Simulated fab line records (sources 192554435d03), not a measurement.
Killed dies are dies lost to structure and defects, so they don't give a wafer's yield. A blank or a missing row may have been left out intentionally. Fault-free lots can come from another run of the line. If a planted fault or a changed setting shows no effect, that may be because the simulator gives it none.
fab line records	flow n5Finfet
record: lots: 5	wafers: 15	lastDay: 17
route steps=1938 shown BEOL_M3@968 BEOL_M4@1111 PASSIVATION@1936
lots that met no fault: from a run of the same line without faults
startH: the number of hours between the record's first day and the start of the first shown wafer of the lot	waitH: hours since the lot's step before	" the same as in the row above	L1.1+2: a single row standing in for several wafers	- either no value or no given start	* or withheld: withheld	< > ~ a bound
route shown NAME@n: NAME is a module with steps in the file, n the number in the route of the first one	usual: mean and standard deviation over wafers with no fault	same: alike in all rows	chamber/n: place in a boat	sites: the reading at each site	_std_site: standard deviation across them	_edge_site: outer sites' mean less inner sites'	radiusMm: for every site, how far away it sits from the centre of the wafer	mask NAME#n: copy n	behind: the most recent tool/chamber to have shaped the wafer	hold: reason for holding the lot/hours on hold/outcome of the hold	device: which transistor (n, p or np) failed to switch	end of line: tests of these same wafers at the route's end	for a step that has no rows: nothing shown but its recipe	killed: count of dies lost to structure and defects at first sort (not the wafer's yield)	map: a wafer's dies, x killed, . not, _ none there
set.NAME: setting as actually run; set.NAME@STEP: the setting as run at that earlier step	model.NAME: the simulator's own value behind a step, which no gauge read
certain route steps with their lots: each step a table, each wafer a row
services: a tool's chamber out of use, with start hour (startH, from the record's first day; less than 0 if before it), hours out, and reason
== steps ==
step: N5_BEOL_M3_INSPECT_30
recipe: mode: adi	inspectInstrument: brightfield
usual: rawDefectCount: 423/90
lot.wafer	tool	chamber	startH	waitH	rawDefectCount
L918.1	defectInspect-02	-	150.33	0.1	487
L918.5	"	-	"	"	544
L918.6	"	-	"	"	479
L921.1	defectInspect-01	-	175.34	0.1	435
L921.2	"	-	"	"	381
L921.6	"	-	"	"	531
L929.1	defectInspect-02	-	229.84	0.1	297
L929.3	"	-	"	"	376
L929.6	"	-	"	"	292
L931.3	defectInspect-02	-	233.65	0.0	441
L931.4	"	-	"	"	529
L931.5	"	-	"	"	454
L937.2	defectInspect-02	-	276.47	0.0	341
L937.3	"	-	"	"	345
L937.5	"	-	"	"	408
step: N5_BEOL_M3_DESCUM_33
recipe: chemistry: O2	timeS: 7	sourcePowerW: 50	biasPowerW: 20	pressureMtorr: 20	rfFrequencyHz: 2.712e+07	tempC: 40	resist: CAR-EUV	o2FlowSccm: 225
step: N5_BEOL_M3_ETCH_77
recipe: chemistry: N2/H2	target: underlayer	targetDepthA: 65	maskMaterial: CAR-EUV	timeS: 5.2	ionEnergyEv: 200	pressureMtorr: 30	sourceW: 840	biasW: 150	n2FlowSccm: 200	h2FlowSccm: 200	ends: cleared
usual: drypumpMotorCurrentA: 5.9/0.49	etchRfOnTimeS: 5.23/0.12	oesProductAu: 0.66/0.072	rfFwdPowerW: 819.5/2.3	rfVppV: 525.0/2.2	showerheadPlenumPTorr: 2.59/0.063	throttleValvePct: 17.82/0.22
lot.wafer	tool	chamber	startH	waitH	drypumpMotorCurrentA	etchRfOnTimeS	oesProductAu	rfFwdPowerW	rfHoursCounterH	rfVppV	showerheadPlenumPTorr	throttleValvePct
L918.1	rieDiel-03	2	150.40	0.0	4.8	5.24	0.80	823.1	3	525.8	2.50	17.51
L918.5	"	3	"	"	5.9	5.17	0.62	817.4	-	527.4	2.64	18.05
L918.6	"	2	"	"	4.9	5.25	0.78	819.8	-	523.9	2.50	17.51
L921.1	rieDiel-01	0	175.41	0.0	5.8	4.97	0.79	820.1	22	525.0	2.58	17.74
L921.2	"	1	"	"	5.9	5.12	0.75	819.2	45	530.2	2.68	17.58
L921.6	"	3	"	"	6.3	5.17	0.62	815.6	-	523.2	2.52	17.83
L929.1	rieDiel-01	1	229.91	0.0	5.9	5.21	0.73	819.0	62	528.2	2.67	17.58
L929.3	"	2	"	"	5.7	5.35	0.60	819.6	211	527.3	2.63	17.64
L929.6	"	0	"	"	5.8	5.01	0.77	819.8	-	523.8	2.58	17.77
L931.3	rieDiel-01	2	233.72	0.0	5.7	5.34	0.59	822.4	212	526.1	2.63	17.62
L931.4	"	0	"	"	5.8	5.03	0.76	816.2	37	525.2	2.58	17.79
L931.5	"	3	"	"	6.3	5.29	0.61	826.0	-	524.1	2.52	17.88
L937.2	rieDiel-03	2	276.54	0.0	4.9	5.28	0.70	818.0	42	521.6	2.48	17.58
L937.3	"	3	"	"	6.0	5.15	0.59	820.8	207	526.3	2.63	18.13
L937.5	"	0	"	"	6.7	5.29	0.63	817.9	-	523.5	2.55	18.08
step: N5_BEOL_M3_ETCH_69
recipe: chemistry: CF4	target: SiARC	targetDepthA: 156	maskMaterial: CAR-EUV	timeS: 26	ionEnergyEv: 80	pressureMtorr: 40	sourceW: 545	biasW: 36	Ar_flow_sccm: 100	cf4FlowSccm: 100	ends: cleared
step: N5_BEOL_M3_ALD_98
recipe: material: SiO2	targetThkA: 25	tempC: 100	aldPrecursorFamily: BDEAS	aldCoReactant: O2-plasma	pulseTimeS: 1	coReactantPulseTimeS: 1	purgeTimeS: 2	coReactantPurgeTimeS: 2	aldCycles: 17	pressureTorr: 2
step: N5_BEOL_M3_ETCHBACK_99
recipe: chemistry: CHF3	target: SiO2	targetDepthA: 50	timeS: 10.4	sourceW: 215	biasW: 47	Ar_flow_sccm: 200	CHF3_flow_sccm: 12	ionEnergyEv: 100	pressureMtorr: 30
usual: CHF3_flow_sccm: 12.00/0.038	drypumpMotorCurrentA: 5.9/0.46	oesProductAu: 0.78/0.087	rfVppV: 241/6.5	showerheadPlenumPTorr: 2.20/0.058	throttleValvePct: 17.02/0.17
same: timeS: 10.4
lot.wafer	tool	chamber	startH	waitH	CHF3_flow_sccm	drypumpMotorCurrentA	oesProductAu	rfHoursCounterH	rfVppV	showerheadPlenumPTorr	throttleValvePct
L918.1	rieDiel-02	2	152.98	2.4	12.01	6.5	0.73	196	232	2.13	17.24
L918.5	"	2	"	"	12.09	6.5	0.72	-	229	2.13	17.24
L918.6	"	1	"	"	11.93	5.7	0.78	-	240	2.15	16.78
L921.1	rieDiel-03	3	181.34	5.8	11.97	5.9	0.71	179	246	2.21	17.17
L921.2	"	2	"	"	12.01	4.9	0.90	12	237	2.13	16.87
L921.6	"	0	"	"	11.97	6.7	0.75	-	236	2.18	17.18
L929.1	rieDiel-01	3	230.33	0.3	11.98	6.3	0.71	203	240	2.13	17.05
L929.3	"	1	"	"	11.92	5.9	0.86	62	247	2.28	16.93
L929.6	"	0	"	"	11.98	5.8	0.89	-	239	2.19	17.03
L931.3	rieDiel-02	1	237.36	3.1	12.02	5.8	0.74	174	238	2.14	16.83
L931.4	"	3	"	"	11.98	5.6	0.93	20	233	2.30	16.78
L931.5	"	3	"	"	11.96	5.6	0.93	-	233	2.30	16.77
L937.2	rieDiel-01	0	277.66	0.1	12.01	5.8	0.87	50	240	2.18	17.07
L937.3	"	3	"	"	11.95	6.4	0.71	217	241	2.12	17.09
L937.5	"	3	"	"	12.01	6.3	0.71	-	240	2.12	17.07
step: N5_BEOL_M3_ETCH_70
recipe: chemistry: N2/H2	target: SOC	targetDepthA: 800	overetchA: 160	maskMaterial: SiARC	tempC: 40	timeS: 120	ionEnergyEv: 200	pressureMtorr: 30	sourceW: 840	biasW: 150	n2FlowSccm: 200	h2FlowSccm: 200
usual: drypumpMotorCurrentA: 5.9/0.46	oesProductAu: 0.60/0.063	rfFwdPowerW: 836.5/2.6	rfVppV: 525.3/2.1	showerheadPlenumPTorr: 2.59/0.066	throttleValvePct: 17.76/0.22
same: timeS: 120
lot.wafer	tool	chamber	startH	waitH	drypumpMotorCurrentA	oesProductAu	rfFwdPowerW	rfHoursCounterH	rfVppV	showerheadPlenumPTorr	throttleValvePct
L918.1	rieDiel-02	2	153.02	0.0	6.5	0.56	836.1	196	522.5	2.55	18.14
L918.5	"	2	"	"	6.5	0.56	836.9	-	522.4	2.55	18.16
L918.6	"	1	"	"	5.8	0.58	834.3	-	523.9	2.54	17.54
L921.1	rieDiel-03	3	181.37	0.0	6.0	0.55	838.4	179	525.5	2.64	18.06
L921.2	"	2	"	"	4.9	0.69	838.4	12	522.8	2.49	17.51
L921.6	"	0	"	"	6.7	0.58	833.0	-	524.1	2.56	17.98
L929.1	rieDiel-01	3	230.36	0.0	6.3	0.55	833.9	203	524.2	2.52	17.82
L929.3	"	1	"	"	5.8	0.64	837.5	62	526.8	2.67	17.58
L929.6	"	0	"	"	5.8	0.67	841.2	-	523.5	2.58	17.72
L931.3	rieDiel-02	1	237.40	0.0	5.8	0.57	837.5	174	524.0	2.53	17.60
L931.4	"	3	"	"	5.6	0.71	831.1	20	529.2	2.72	17.48
L931.5	"	3	"	"	5.7	0.71	833.1	-	526.9	2.72	17.47
L937.2	rieDiel-01	0	277.70	0.0	5.8	0.66	836.8	50	524.9	2.57	17.77
L937.3	"	3	"	"	6.3	0.55	837.6	217	524.2	2.51	17.86
L937.5	"	3	"	"	6.3	0.54	836.5	-	524.2	2.51	17.86
step: N5_BEOL_M3_STRIP_71
recipe: chemistry: N2/H2	tempC: 40	n2FlowSccm: 200	h2FlowSccm: 200	rfFrequencyHz: 6e+07
step: N5_BEOL_M3_STRIP_78
recipe: chemistry: N2/H2	tempC: 40	n2FlowSccm: 200	h2FlowSccm: 200	rfFrequencyHz: 6e+07
step: N5_BEOL_M3_VIA_ETCH_34
recipe: chemistry: C4F6/O2	targetDepthA: 694	maskMaterial: SOC	pressureMtorr: 15	ionEnergyEv: 250	taperDeg: 4	timeS: 65.9	sourceW: 350	biasW: 170	Ar_flow_sccm: 300	C4F6_flow_sccm: 10	O2_flow_sccm: 10
step: N5_BEOL_M3_STRIP_83
recipe: chemistry: C4F6/O2	resist: SiARC	rfFrequencyHz: 6e+07
step: N5_BEOL_M3_STRIP_36
recipe: chemistry: N2/H2	powerW: 450	tempC: 40	pressureMtorr: 20	rfFrequencyHz: 6e+07	overashFraction: 0.3	biasPowerW: 7	h2Frac: 0.5	n2FlowSccm: 200	h2FlowSccm: 200
usual: drypumpMotorCurrentA: 5.9/0.46	oesProductAu: 0.79/0.085	rfVppV: 59.2/1.5	showerheadPlenumPTorr: 2.59/0.066	throttleValvePct: 23.6/0.3
same: overashFraction: 0.3
lot.wafer	tool	chamber	startH	waitH	drypumpMotorCurrentA	oesProductAu	rfHoursCounterH	rfVppV	showerheadPlenumPTorr	throttleValvePct
L918.1	rieDiel-02	2	153.18	0.0	6.5	0.73	196	61.2	2.54	24.1
L918.5	"	2	"	"	6.5	0.71	-	55.9	2.54	24.1
L918.6	"	1	"	"	5.8	0.77	-	58.8	2.54	23.4
L921.1	rieDiel-03	3	181.53	0.0	5.9	0.72	179	61.0	2.64	23.9
L921.2	"	2	"	"	4.9	0.90	12	58.2	2.49	23.2
L921.6	"	0	"	"	6.8	0.77	-	58.0	2.56	24.1
L929.1	rieDiel-01	3	230.52	0.0	6.3	0.72	203	59.7	2.51	23.6
L929.3	"	1	"	"	5.9	0.86	62	60.6	2.67	23.3
L929.6	"	0	"	"	5.8	0.89	-	60.4	2.57	23.5
L931.3	rieDiel-02	1	237.56	0.0	5.8	0.74	174	60.0	2.53	23.4
L931.4	"	3	"	"	5.6	0.94	20	60.0	2.71	23.3
L931.5	"	3	"	"	5.6	0.93	-	58.9	2.71	23.3
L937.2	rieDiel-01	0	277.86	0.0	5.8	0.87	50	58.2	2.57	23.5
L937.3	"	3	"	"	6.3	0.71	217	62.1	2.51	23.6
L937.5	"	3	"	"	6.4	0.72	-	60.5	2.51	23.6
step: N5_BEOL_M3_TRENCH_ETCH_37
recipe: chemistry: C4F6/O2	targetDepthA: 555.55	target: SiOC	timeS: 29.2	ionEnergyEv: 250	pressureMtorr: 30	sourceW: 355	biasW: 185	Ar_flow_sccm: 300	C4F6_flow_sccm: 10	O2_flow_sccm: 10
usual: O2_flow_sccm: 10.00/0.031	drypumpMotorCurrentA: 5.9/0.46	oesProductAu: 0.78/0.086	rfFwdPowerW: 350.5/1.8	rfVppV: 668/18	showerheadPlenumPTorr: 2.90/0.074	throttleValvePct: 20.80/0.18
same: timeS: 29.2
lot.wafer	tool	chamber	startH	waitH	O2_flow_sccm	drypumpMotorCurrentA	oesProductAu	rfFwdPowerW	rfHoursCounterH	rfVppV	showerheadPlenumPTorr	throttleValvePct	model.BEOL_M3.featureDepthNm	model.etch.depthNm
L918.1	rieDiel-02	2	153.22	-	10.03	6.4	0.72	350.5	196	638	2.82	21.00	54.2	54.23
L918.5	"	2	"	"	9.98	6.4	0.71	351.7	-	639	2.82	21.00	54.2	54.12
L918.6	"	1	"	"	10.00	5.8	0.77	349.7	-	663	2.84	20.50	56.4	56.43
L921.1	rieDiel-03	3	181.57	-	9.99	5.9	0.73	351.5	179	685	2.92	20.91	56	55.91
L921.2	"	2	"	"	10.04	4.9	0.91	350.5	12	660	2.82	20.71	55.6	55.62
L921.6	"	0	"	"	10.04	6.7	0.76	351.6	-	652	2.89	21.02	54.2	54.23
L929.1	rieDiel-01	3	230.56	-	10.02	6.3	0.72	353.1	203	667	2.82	20.79	55.2	55.16
L929.3	"	1	"	"	10.01	5.9	0.85	350.0	62	684	3.01	20.75	56.6	56.55
L929.6	"	0	"	"	9.97	5.8	0.89	351.0	-	664	2.89	20.86	57.2	57.2
L931.3	rieDiel-02	1	237.60	-	10.05	5.7	0.77	434.3	174	596	2.83	20.56	59.4	59.43
L931.4	"	3	"	"	9.97	5.6	0.92	352.8	20	645	3.03	20.59	55	54.95
L931.5	"	3	"	"	9.98	5.6	0.93	352.9	-	646	3.03	20.60	55	54.95
L937.2	rieDiel-01	0	277.90	-	10.02	5.8	0.87	351.0	50	666	2.89	20.90	56.8	56.86
L937.3	"	3	"	"	9.97	6.2	0.72	352.0	217	666	2.81	20.82	55.8	55.76
L937.5	"	3	"	"	9.94	6.3	0.71	354.2	-	667	2.81	20.80	55.6	55.61
step: N5_BEOL_M3_ETCH_41
recipe: chemistry: CH3F/O2	target: SiCN	targetDepthA: 299	taperDeg: 2	timeS: 52.5	ionEnergyEv: 120	maskMaterial: TiN	pressureMtorr: 30	sourceW: 395	biasW: 75	Ar_flow_sccm: 150	CH3F_flow_sccm: 30	O2_flow_sccm: 20
usual: O2_flow_sccm: 20.00/0.059	drypumpMotorCurrentA: 5.9/0.46	oesProductAu: 0.78/0.086	rfFwdPowerW: 391.7/1.6	rfVppV: 298.0/1.4	showerheadPlenumPTorr: 2.04/0.054	throttleValvePct: 16.27/0.17
same: timeS: 52.5
lot.wafer	tool	chamber	startH	waitH	O2_flow_sccm	drypumpMotorCurrentA	oesProductAu	rfFwdPowerW	rfHoursCounterH	rfVppV	showerheadPlenumPTorr	throttleValvePct
L918.1	rieDiel-02	2	-	-	20.06	6.5	0.72	392.3	196	297.8	1.98	16.47
L918.5	"	2	"	"	20.02	6.5	0.72	392.7	-	297.5	1.98	16.48
L918.6	"	1	"	"	20.00	5.8	0.76	388.8	-	296.9	2.00	16.05
L921.1	rieDiel-03	3	-	-	19.97	5.9	0.72	393.4	179	298.3	2.06	16.45
L921.2	"	2	"	"	20.04	4.9	0.90	391.3	12	297.3	1.98	16.09
L921.6	"	0	"	"	20.05	6.7	0.75	391.6	-	295.1	2.03	16.40
L929.1	rieDiel-01	3	-	-	19.96	6.4	0.72	392.8	203	295.7	1.98	16.34
L929.3	"	1	"	"	20.04	5.9	0.85	391.3	62	300.7	2.12	16.18
L929.6	"	0	"	"	19.95	5.8	0.89	393.1	-	296.6	2.03	16.25
L931.3	rieDiel-02	1	-	-	20.02	5.8	0.75	392.1	174	297.2	1.99	16.11
L931.4	"	3	"	"	20.02	5.6	0.93	392.3	20	299.8	2.14	15.99
L931.5	"	3	"	"	20.03	5.6	0.93	391.4	-	301.0	2.14	15.99
L937.2	rieDiel-01	0	-	-	20.04	5.8	0.87	392.3	50	300.0	2.03	16.30
L937.3	"	3	"	"	20.05	6.3	0.72	390.8	217	296.8	1.98	16.37
L937.5	"	3	"	"	20.02	6.3	0.71	392.6	-	295.9	1.98	16.37
step: N5_BEOL_M3_STRIP_97
recipe: chemistry: N2/H2	timeS: 10	powerW: 450	tempC: 40	pressureMtorr: 20	rfFrequencyHz: 6e+07	biasPowerW: 7	n2FlowSccm: 200	h2FlowSccm: 200
step: N5_BEOL_M3_OCD_MEAS_38
usual: trenchDepthNm: 55.4/1
lot.wafer	tool	chamber	startH	waitH	trenchDepthNm
L918.1	ocd-02	-	153.37	-	54.2
L918.5	"	-	"	"	54.5
L918.6	"	-	"	"	56.1
L921.1	ocd-02	-	181.73	-	55.8
L921.2	"	-	"	"	55.7
L921.6	"	-	"	"	54.5
L929.1	ocd-01	-	230.72	-	55.7
L929.3	"	-	"	"	56.8
L929.6	"	-	"	"	57.5
L931.3	ocd-01	-	237.75	-	59.4
L931.4	"	-	"	"	55.0
L931.5	"	-	"	"	54.5
L937.2	ocd-02	-	278.05	-	56.8
L937.3	"	-	"	"	56.0
L937.5	"	-	"	"	55.6
step: N5_BEOL_M3_HM_STRIP_39
recipe: chemistry: peroxideTinStrip	material: TiN	targetDepthA: 250	tempC: 50	timeS: 158
step: N5_BEOL_M4_RC_MEAS_101
usual: DIBL_N: 36.2/1.7	DIBL_P: 36.6/1.9	IOFF_N: 0.16/0.032	IOFF_P: 0.21/0.037	ION_N: 675/12	ION_P: 460/8.1	SS_N: 71.4/0.58	SS_P: 73.4/0.64	VT_N: 249/3.2	VT_P: -252/3.4
lot.wafer	tool	chamber	startH	waitH	DIBL_N[mV/V]	DIBL_P[mV/V]	IOFF_N[nA/um]	IOFF_P[nA/um]	ION_N[uA/um]	ION_P[uA/um]	SS_N[mV/dec]	SS_P[mV/dec]	VT_N[mV]	VT_P[mV]
L918.1	prober-01	0	178.28	0.0	37.4	37.4	0.17	0.24	686	473	71.9	73.6	250	-249
L918.5	"	0	"	"	37.5	38.0	0.19	0.25	680	467	71.8	73.3	250	-246
L918.6	"	0	"	"	39.0	38.8	0.21	0.27	681	465	72.2	74.1	247	-247
L921.1	prober-02	0	194.21	0.0	37.8	37.4	0.18	0.20	667	459	72.2	73.2	250	-251
L921.2	"	0	"	"	34.2	34.7	0.13	0.17	666	459	70.6	72.6	253	-253
L921.6	"	0	"	"	37.5	37.7	0.18	0.21	678	462	71.9	73.4	250	-248
L929.1	prober-02	0	244.98	0.0	34.8	34.8	0.15	0.17	681	457	71.2	72.9	252	-255
L929.3	"	0	"	"	38.0	38.2	0.19	0.22	661	451	72.0	73.9	247	-250
L929.6	"	0	"	"	35.5	35.0	0.15	0.17	661	447	71.5	72.6	250	-256
L931.3	prober-01	0	249.40	0.3	33.4	34.6	0.14	0.15	661	441	70.5	73.4	251	-258
L931.4	"	0	"	"	37.5	39.1	0.20	0.20	670	447	71.5	73.7	249	-258
L931.5	"	0	"	"	31.0	31.5	0.11	0.12	657	442	70.5	72.3	253	-261
L937.2	prober-02	0	290.45	0.2	38.6	38.3	0.21	0.28	682	470	72.1	73.4	246	-246
L937.3	"	0	"	"	38.1	36.6	0.21	0.25	698	473	71.9	73.4	241	-246
L937.5	"	0	"	"	37.7	36.8	0.20	0.25	684	468	71.8	73.3	245	-246
step: N5_PASSIVATION_PROBE_49
usual: defectLimitedYield: 91.3/1.5	killed_at_M0_to_M3: 35/10	killed_at_M4_up: 12/4.6	killedAtContacts: 13/6.6	killedAtFrontEnd: 39/11	killedAtOther: 4/3.4	killedDies: 103/17	killedOpen: 67/13	killedShort: 35/8.2	sort_bin_5_function: 5.1/0.94	sort_bin_6_memory: 3.2/0.7	sort_bin_8_speed: 0.00/0.03	sortNPass: 1077/17	sortYieldPct: 91.3/1.5
same: grossDies: 1180	killedAtBackSide: 0	sort_bin_4_leakage[%]: 0
lot.wafer	tool	chamber	startH	waitH	defectLimitedYield[%]	killed_at_M0_to_M3	killed_at_M4_up	killedAtContacts	killedAtFrontEnd	killedAtOther	killedDies	killedOpen	killedShort	sort_bin_5_function[%]	sort_bin_6_memory[%]	sort_bin_8_speed[%]	sortNPass	sortYieldPct[%]
L918.1	prober-01	-	281.63	0.0	94.7	19	3	6	26	9	63	42	21	3.0	2.2	0	1117	94.7
L918.5	prober-01	-	281.83	0.2	90.5	44	0	2	63	3	112	70	40	5.3	3.8	0	1068	90.5
L918.6	prober-01	-	281.88	0.3	94.6	17	6	6	29	6	64	41	22	3.4	1.9	0	1116	94.6
killed by level:class
L918.1 BEOL_M0_SAQP:geometricParticle:open=8 STI_FIN_REVEAL:geometricParticle:open=8 GATE_CUT:geometricParticle:short=5 MOL_CONTACT_COAG:geometricParticle:open=5 DUMMY_GATE:geometricParticle:open=4 BEOL_M2:geometricParticle:open=4 FIN_SAQP:geometricParticle:short=2 STI_FIN_REVEAL:geometricParticle:short=2
L918.5 STI_FIN_REVEAL:geometricParticle:open=21 BEOL_M0_SAQP:geometricParticle:open=11 BEOL_M0_SAQP:geometricParticle:short=11 FIN_SAQP:geometricParticle:short=9 BEOL_M2:geometricParticle:open=9 GATE_CUT:geometricParticle:short=8 BEOL_M1:geometricParticle:open=8 FIN_SAQP:geometricParticle:open=6
L918.6 STI_FIN_REVEAL:geometricParticle:open=6 ILD0:geometricParticle:short=6 MOL_CONTACT_COAG:geometricParticle:open=5 BEOL_M0_SAQP:geometricParticle:open=5 BEOL_M0_SAQP:geometricParticle:short=5 STARTING-WAFER:geometricParticle:open=4 GATE_CUT:geometricParticle:short=3 FIN_SAQP:geometricParticle:short=2
== services ==
tool	chamber	startH	hours	kind
rieDiel-02	3	147.89	-	clean
rieDiel-02	3	147.89	-	consumableReplace:esc
rieDiel-02	3	147.89	-	consumableReplace:focusRing
rieDiel-02	3	147.89	-	consumableReplace:showerhead
rieDiel-02	3	147.89	19.6	scheduledDown
rieDiel-02	3	147.89	19.6	ventCycle
rieDiel-03	-	172.67	0.3	repair
rieDiel-03	1	193.13	8.5	repair
rieDiel-03	-	236.51	0.3	repair
rieDiel-02	2	244.08	21.0	repair
rieDiel-03	0	253.64	2.0	repair
rieDiel-02	0	254.95	14.4	repair
== key ==
firstSign: step: N5_BEOL_M3_TRENCH_ETCH_37	reading: rfFwdPowerW	direction: up	sigmas: 46	usual: *	struck: *
effect: step: N5_BEOL_M3_TRENCH_ETCH_37	reading: rfVppV	direction: down	sigmas: 4	usual: 668	struck: 596
effect: step: N5_BEOL_M3_OCD_MEAS_38	reading: trenchDepthNm	direction: up	sigmas: 4	usual: 55.4	struck: 59.4
modelEffect: step: N5_BEOL_M3_TRENCH_ETCH_37	value: BEOL_M3.featureDepthNm	without: 54.6	struck: 59.4
metAt N5_BEOL_M3_TRENCH_ETCH_37
struckWafers L931.3
onsetBetween 153.22 237.60
fault: kind: processParameterDrift	tool: rieDiel-02	chamber: 1	onsetH: 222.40	steps: N5_BEOL_M3_TRENCH_ETCH_37	channel: sourceW	offset: 85.2	shape: step	endH: 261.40	actsIn: theseRecipesOnly	stated: 355
